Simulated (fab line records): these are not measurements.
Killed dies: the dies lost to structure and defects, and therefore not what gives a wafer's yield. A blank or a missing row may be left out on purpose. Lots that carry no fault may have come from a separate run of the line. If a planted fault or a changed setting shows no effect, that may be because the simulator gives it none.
Chamber matching | flow nand_harc | NHARC_P_M2_STRIP_18 on rie_diel-06 has 4 sister chambers
The step strips in N2/H2. 7 wafers are shown with their chamber, then 7 later ones without.

## WAFERS PAIRED WITH THEIR CHAMBERS
wafer  | chamber | drypump_motor_current_A (A) | throttle_valve_pct (%)
L431.2 | 2       | 6.1                         | 14.166
L431.3 | 1       | 6.6                         | 14.168
L435.2 | 0       | 5.8                         | 14.173
L435.3 | 2       | 6.0                         | 14.152
L435.4 | 3       | 5.8                         | 14.186
L439.2 | 0       | 5.8                         | 14.174
L439.3 | 1       | 6.5                         | 14.181

## WAFERS MISSING THEIR CHAMBER
wafer  | drypump_motor_current_A (A) | throttle_valve_pct (%)
L439.5 | 6.6                         | 14.168
L446.1 | 5.8                         | 14.166
L446.3 | 6.0                         | 14.171
L446.5 | 6.6                         | 14.167
L448.1 | 5.8                         | 14.170
L448.3 | 5.8                         | 14.196
L448.4 | 5.8                         | 14.190

## THE CHAMBER EACH PASSED THROUGH
wafer  | from the rows above     | in truth
L439.5 | 1                       | 1
L446.1 | can't be placed: 0 or 3 | 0
L446.3 | can't be placed: 2 or 0 | 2
L446.5 | 1                       | 1
L448.1 | can't be placed: 0 or 3 | 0
L448.3 | can't be placed: 3 or 0 | 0
L448.4 | can't be placed: 3 or 0 | 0
Correct placement for 2 of the 7. These rows do not allow placing 5 (true chamber among the candidates in 5). Number placed wrongly: 0.
How it was worked out, from the rows above alone: a wafer's distance from a chamber is the root of the sum, over the readings, of the square of ((its reading less the chamber's mean) divided by the reading's scatter). If the next closest chamber is less than 2 further off than the closest, the wafer can't be placed; otherwise it belongs to the closest. A chamber's mean is the mean of its shown wafers. The scatter: the root of (the sum of the squares of (reading less its chamber's mean) over the shown wafers, divided by (wafers less chambers)).
